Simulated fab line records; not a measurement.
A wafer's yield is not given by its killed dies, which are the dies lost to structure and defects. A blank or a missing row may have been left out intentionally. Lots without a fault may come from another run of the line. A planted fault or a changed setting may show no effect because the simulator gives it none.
Comparing a struck lot with a sound one -- flow n5 finfet -- 16 steps out of a route of 1938
Sound: wafers L449.2, L449.5, L449.6. Struck: wafers L457.2, L457.4, L457.5. The cause is named last.
For every step that has rows: the tool of each side, followed by ch and its chambers, followed by its first start. Under that, the readings that differ: sound wafers -- struck wafers -- difference of the means -- sigmas: that difference in standard deviations of wafers without a fault.
alike: a reading whose means differ by less than 2 such deviations, as well as words and numbers matching on both sides. not compared: withheld readings; readings where some wafer has no value; bounds like >300 that might hide an equal value; numbers whose values overlap and for which the record gives no deviation.
A row with sigmas, a row that says differs or no value, or rows on one side alone: a step with any of these is where the two part. Numbers that have no deviation but don't overlap get no sigmas and don't part them. A reading that every wafer of one side lacks parts them only if that side has two wafers or more.

first, 3 steps without rows for these wafers: N5_FIN_SAQP_STRIP_55 (strips in N2/H2); N5_FIN_SAQP_STRIP_23 (strips in SPM, time 750 s); N5_FIN_SAQP_SRD_66 (time 30 s).
N5_FIN_SAQP_RECESS_75: chemistry HF/NH3, target SiO2, target depth 14.4 nm, afs cycles 3, sublimation time 60 s.
  sound on vapor etch-02 ch 0,1, day 2 10:35; struck on vapor etch-01 ch 0,1, day 4 10:38
  alike: drypump motor current A, foreline p Torr
then, 3 steps without rows for these wafers: N5_FIN_SAQP_SPACER1_ALD_24 (deposits SiO2, target thk 20.3 nm, pulse time 1 s, purge time 2 s); N5_FIN_SAQP_SPACER1_ETCHBACK_25 (etches SiO2 in CHF3/O2, target depth 24.4 nm, time 12.2 s); N5_FIN_SAQP_MANDREL1_REMOVE_56 (chemistry HBr/Cl2/O2, target a-Si, stops on SiNx, bt time 10 s).
N5_FIN_SAQP_CD_MEAS_27: target cd 20 nm.
  sound on cd sem-02 ch 0, day 2 11:54; struck on cd sem-01 ch 0, day 4 12:26
  alike: cd nm
then, 1 step without rows for these wafers: N5_FIN_SAQP_ETCH_57 (etches SiNx in CH3F/O2, target depth 32.5 nm, time 46.4 s).
N5_FIN_SAQP_ETCH_65: etches SiO2 in CF4, target depth 4 nm, time 4.4 s.
  sound on rie si-03 ch 0,2,3, day 2 12:03; struck on rie si-03 ch 0,3, day 4 12:40
  alike: cf4 flow sccm, drypump motor current A, oes product au, throttle valve pct
  not compared: rf hours counter h
N5_FIN_SAQP_MANDREL_ETCH_58: etches a-Si in HBr/Cl2, stops on SiNx, target depth 45 nm, bt time 10 s, time 27 s.
  sound on rie si-03 ch 0,2,3, day 2 12:05; struck on rie si-03 ch 0,3, day 4 12:42
  alike: drypump motor current A, oes product au, throttle valve pct
  not compared: rf hours counter h
N5_FIN_SAQP_RECESS_63: chemistry HF/NH3, target SiO2, target depth 18 nm, afs cycles 3, sublimation time 60 s.
  sound on vapor etch-01 ch 0,1, day 2 12:10; struck on vapor etch-01 ch 1, day 4 12:47
  alike: drypump motor current A, foreline p Torr
N5_FIN_SAQP_COAT_68: time 60 s, resist thk 100 nm.
  sound on litho track-02 ch 0, day 2 12:33; struck on litho track-02 ch 0, day 4 13:10
reading,sound,struck,difference,sigmas
heater power total W (W),497.6 497.3 498.9,475.2 476.9 474.5,-22.4,-12
plate temp C (C),250.09 249.66 249.82,239.85 239.81 239.67,-10.08,-59
N5_FIN_SAQP_ETCH_69: etches SOC in N2/H2, stops on SiNx, target depth 150 nm.
  sound on rie diel-04 ch 1,2, day 2 12:37; struck on rie diel-01 ch 0,3, day 4 13:16
reading,sound,struck,difference,sigmas
throttle valve pct (%),18.24 18.24 17.53,17.62 17.42 17.62,-0.45,-2
  alike: drypump motor current A, oes product au, rf vpp V, showerhead plenum p Torr
  not compared: rf hours counter h
-- a jump in the record: the struck wafers' starts before and after are 6 days apart (it breaks off in module FIN_SAQP and resumes in module BEOL_M4, where the first step shown is number 1111 of the route) --
N5_BEOL_M4_RC_MEAS_101:
  sound on prober-01 ch 0, day 8 05:38; struck on prober-01 ch 0, day 10 21:46
  alike: DIBL_N, DIBL_P, IOFF_N, IOFF_P, ION_N, ION_P, SS_N, SS_P, VT_N, VT_P
-- here the record skips 4 days between the struck wafers' starts before and after, leaving off in module BEOL_M4 and picking up in module PASSIVATION (first step shown: number 1936 of the route) --
N5_PASSIVATION_PROBE_49:
  sound: prober-02 at day 12 15:37; struck: prober-01 at day 15 09:01
reading,sound,struck,difference,sigmas
killed_at_M4_up,16 9 14,25 24 25,+12,+2
killed at contacts,25 27 23,6 12 7,-17,-3
  alike: defect limited yield, killed_at_M0_to_M3, killed at front end, killed at other, killed dies, killed open, killed short, sort_bin_5_function, sort_bin_6_memory, sort n pass, sort yield pct

## WHERE THEY PART
Last at N5_PASSIVATION_PROBE_49 as far as this record goes, first at N5_FIN_SAQP_COAT_68.

WHY: what had been put in by the simulator
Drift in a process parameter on litho track-02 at N5_FIN_SAQP_COAT_68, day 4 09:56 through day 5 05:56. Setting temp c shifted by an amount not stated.
